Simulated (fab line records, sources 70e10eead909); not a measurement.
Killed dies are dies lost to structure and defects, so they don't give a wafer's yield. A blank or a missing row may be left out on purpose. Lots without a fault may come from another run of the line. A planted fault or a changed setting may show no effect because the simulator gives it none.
A struck lot beside a sound one | flow nand_harc | 44 steps out of a route of 1159
Sound: wafers L585.2, L585.4, L585.6. Struck: wafers L587.2, L587.3, L587.5. The cause comes at the end.
At each step with rows: each side's tool, then ch and its chambers, then its first start. Under that, the readings that differ: sound wafers | struck wafers | difference of the means | sigmas: that difference in standard deviations of wafers without a fault.
alike: readings whose means differ by less than 2 such deviations, and words and numbers that are the same on both sides. not compared: withheld readings, readings that some wafer has no value for, bounds like >300 that may hide the same value, and numbers for which the record gives no deviation and whose values overlap.
The two part at a step that has a row with sigmas, a row that says differs or no value, or rows on one side only. Numbers that don't overlap but have no deviation are shown without sigmas and don't part them. A reading that every wafer of one side lacks parts them only if that side has two wafers or more.

first, 12 steps without rows for these wafers: NHARC_P_GATE_ALD_36 (deposits SiNx, target thk 20 nm, pulse time 60 s, ald cycles 223); NHARC_P_GATE_ETCHBACK_37 (etches the open film in CHF3/O2, target depth 34.5 nm, time 17.2 s); NHARC_P_GATE_STRIP_101 (strips in O2, time 20 s); NHARC_P_GATE_PRECLEAN_97 (cleans in SPM, time 600 s); NHARC_P_GATE_SRD_98; NHARC_P_GATE_PRECLEAN_99 (cleans in SC1); NHARC_P_GATE_SRD_100; NHARC_P_GATE_DEHYDRATE_38 (time 120 s); NHARC_P_GATE_HMDS_39 (time 30 s); NHARC_P_GATE_COAT_40; NHARC_P_GATE_SOFTBAKE_41 (time 95 s); NHARC_P_GATE_EBR_42.
NHARC_P_GATE_EXPOSE_43: exposes mask P NSD, target cd 720 nm.
  sound on krf_scanner-04 ch 0, day 6 22:51; struck on krf_scanner-04 ch 0, day 7 11:00
  reading              | sound                | struck            | difference | sigmas
  exposure_dose_mJ_cm2 | 14.810 14.809 14.817 | 9.321 9.307 9.303 | -5.502     | -99 or more
  alike: mask, reticle_temp_C
then, 2 steps without rows for these wafers: NHARC_P_GATE_PEB_44 (peb time 85 s); NHARC_P_GATE_DEVELOP_45 (time 70 s).
NHARC_P_GATE_CD_MEAS_46: target cd 720 nm.
  sound on cd_sem-01 ch 0, day 6 23:00; struck on cd_sem-03 ch 0, day 7 11:09
  reading    | sound             | struck            | difference | sigmas
  cd_nm (nm) | 719.9 720.6 720.9 | 639.0 640.4 639.8 | -80.7      | -47
then, 1 step without rows for these wafers: NHARC_P_GATE_HARDBAKE_47 (time 80 s).
NHARC_P_GATE_DESCUM_48: chemistry O2, time 3 s.
  sound on rie_diel-13 ch 1,2, day 6 23:12; struck on rie_diel-13 ch 1,2, day 7 11:19
  reading                 | sound           | struck          | difference | sigmas
  model.P_GATE.cd_nm (nm) | 719.8 721 721.2 | 639 640.2 639.8 | -81        |
  alike: drypump_motor_current_A, oes_product_au, rf_vpp_V, showerhead_plenum_p_Torr, throttle_valve_pct
  not compared: rf_hours_counter_h
then, 23 steps without rows for these wafers: NHARC_P_GATE_IMPLANT_49; NHARC_P_GATE_STRIP_111 (strips in N2/H2, time 250 s); NHARC_P_GATE_STRIP_75 (strips in O2); NHARC_P_GATE_STRIP_50 (strips in SPM, time 900 s); NHARC_P_GATE_DEHYDRATE_51 (time 120 s); NHARC_P_GATE_HMDS_52 (time 30 s); NHARC_P_GATE_COAT_53; NHARC_P_GATE_SOFTBAKE_54 (time 95 s); NHARC_P_GATE_EBR_55; NHARC_P_GATE_EXPOSE_56 (exposes mask P PSD, target cd 720 nm); NHARC_P_GATE_PEB_57 (peb time 85 s); NHARC_P_GATE_DEVELOP_58 (time 70 s); NHARC_P_GATE_HARDBAKE_60 (time 80 s); NHARC_P_GATE_DESCUM_61 (chemistry O2, time 3 s); NHARC_P_GATE_IMPLANT_62; NHARC_P_GATE_STRIP_112 (strips in N2/H2, time 200 s); NHARC_P_GATE_STRIP_76 (strips in O2); NHARC_P_GATE_STRIP_63 (strips in SPM, time 900 s); NHARC_P_GATE_DEHYDRATE_83 (time 120 s); NHARC_P_GATE_HMDS_84 (time 30 s); NHARC_P_GATE_COAT_85; NHARC_P_GATE_SOFTBAKE_86 (time 95 s); NHARC_P_GATE_EBR_87.
NHARC_P_CONTACT_DESCUM_17: chemistry O2, time 3 s.
  sound on rie_diel-09 ch 0,1, day 7 07:29; struck on rie_diel-09 ch 1,2, day 7 19:29
  alike: drypump_motor_current_A, oes_product_au, rf_vpp_V, showerhead_plenum_p_Torr, throttle_valve_pct
  not compared: rf_hours_counter_h, model.P_CONTACT.cd_nm
NHARC_P_CONTACT_ETCH_35: etches the open film in CF4, target depth 39 nm, time 65 s.
  sound on rie_diel-09 ch 0,1, day 7 07:36; struck on rie_diel-09 ch 1,2, day 7 19:34
  alike: drypump_motor_current_A, oes_product_au, rf_vpp_V, showerhead_plenum_p_Torr, throttle_valve_pct
  not compared: rf_hours_counter_h, model.P_CONTACT.cd_nm
-- the record jumps here: 14 days lie between the struck wafers' starts before and after (it left off in module P_CONTACT and takes up again in module END, whose first step shown is number 1159 of the route) --
NHARC_END_SORT_01:
  the record has rows for the struck wafers here (prober-01 ch 0, day 21 10:15) and none for the sound ones

WHERE THEY PART
First at NHARC_P_GATE_EXPOSE_43; last, within this record, at NHARC_END_SORT_01.

WHY: what the simulator had put in
Process parameter drift: krf_scanner-04, from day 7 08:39 on, at NHARC_P_GATE_EXPOSE_43. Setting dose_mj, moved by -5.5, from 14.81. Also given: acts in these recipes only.
